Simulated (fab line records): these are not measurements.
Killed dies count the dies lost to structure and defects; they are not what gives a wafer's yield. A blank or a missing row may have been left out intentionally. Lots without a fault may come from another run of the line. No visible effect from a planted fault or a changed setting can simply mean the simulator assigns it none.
The same fault as seen by 3 desks / flow n5_finfet / each desk has only its own numbers; what lay behind them comes last

TOOL OWNER'S DESK, implanter-02
The tool's own readings at N5_WELL_APT_IMPLANT_15, given as means over the sampled wafers that have a number, one for each lot that went through this tool. If a lot's mean is further than 4 standard deviations from the usual mean, the lot is out of limits and carries the mark OUT (the distance appears in the brackets).
Columns: A = beam_energy_keV at N5_WELL_APT_IMPLANT_15, usual 24.998; B = tilt_deg at N5_WELL_APT_IMPLANT_15, usual 0.002 degrees
lot=L593; first seen here=day 1 20:02; A=25.000; B=-0.009
lot=L602; first seen here=day 4 02:40; A=29.753 (+99 or more) OUT; B=-0.009
lot=L604; first seen here=day 4 14:22; A=29.778 (+99 or more) OUT; B=0.003
This desk's verdict: out of limits on L602, L604, starting with L602 at day 4 02:40 (beam_energy_keV at N5_WELL_APT_IMPLANT_15). L593: within limits.

THE DEFECT DESK
Lot by lot, what the route's inspections counted, given as the mean of those sampled wafers with a number. If a lot's mean is further than 4 standard deviations from the usual mean, the lot is out of limits and carries the mark OUT (the distance appears in the brackets).
Columns: A = raw_defect_count at N5_WELL_APT_INSPECT_10, usual 2.0
lot=L593; first seen here=day 1 19:40; A=1.7
lot=L597; first seen here=day 2 19:56; A=1.7
lot=L602; first seen here=day 4 02:21; A=1.0
lot=L604; first seen here=day 4 13:48; A=2.7
lot=L613; first seen here=day 6 19:52; A=2.5
lot=L614; first seen here=day 7 01:45; A=3.3
This desk's finding: nothing out of limits on any of the 6 lots.

AT THE METROLOGY DESK
What the gauges read for every lot (on any tool): the sampled wafers with a number, averaged. If a lot's mean is further than 4 standard deviations from the usual mean, the lot is out of limits and carries the mark OUT (the distance appears in the brackets). Shown here are 7 of its 12 readings, the ones lying furthest out on some lot.
Columns: A = cd_nm at N5_WELL_APT_CD_MEAS_08, usual 199.3 nm; B = NWELL_OVL at N5_WELL_APT_OVL_MEAS_09, usual -1 nm; C = DIBL_N at N5_BEOL_M4_RC_MEAS_101, usual 36.3 mV/V; D = IOFF_N at N5_BEOL_M4_RC_MEAS_101, usual 0.16 nA/um; E = IOFF_P at N5_BEOL_M4_RC_MEAS_101, usual 0.21 nA/um; F = SS_P at N5_BEOL_M4_RC_MEAS_101, usual 73.3 mV/dec; G = VT_N at N5_BEOL_M4_RC_MEAS_101, usual 251 mV
lot=L593; first seen here=day 1 19:36; A=198.8; B=-6; C=36.7; D=0.15; E=0.22; F=73.6; G=251
lot=L597; first seen here=day 2 19:52; A=198.1; B=1; C=35.0; D=0.14; E=0.21; F=73.1; G=252
lot=L602; first seen here=day 4 02:18; A=199.2; B=1; C=34.0; D=0.13; E=0.17; F=73.0; G=254
lot=L604; first seen here=day 4 13:45; A=198.9; B=3; C=35.6; D=0.16; E=0.22; F=73.7; G=249
lot=L613; first seen here=day 6 19:49; A=197.3; B=-10; C=36.8; D=0.14; E=0.19; F=73.4; G=253
lot=L614; first seen here=day 7 01:42; A=198.4; B=-2; C=35.5; D=0.12; E=0.16; F=72.5; G=256
This desk's finding: nothing out of limits on any of the 6 lots.

PUT TOGETHER
On L602, L604, at day 4 02:40, an alarm was possible from the tool owner's desk.
No out-of-limits result turned up at the defect desk.
At the metrology desk, nothing out of limits was observed.
The defect desk has L602, L604 on record, within its limits.
The metrology desk has L602, L604 on record, within its limits.
All the named lots went through N5_WELL_APT_IMPLANT_15 on implanter-02.

WHAT HAD BEEN PUT IN BY THE SIMULATOR
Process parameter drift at N5_WELL_APT_IMPLANT_15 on implanter-02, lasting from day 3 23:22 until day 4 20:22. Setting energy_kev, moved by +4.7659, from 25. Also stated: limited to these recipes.
Struck lots among those shown: L602, L604.
How many hours passed from the start of the fault until each desk's first out-of-limits reading: the tool owner's desk, 3.
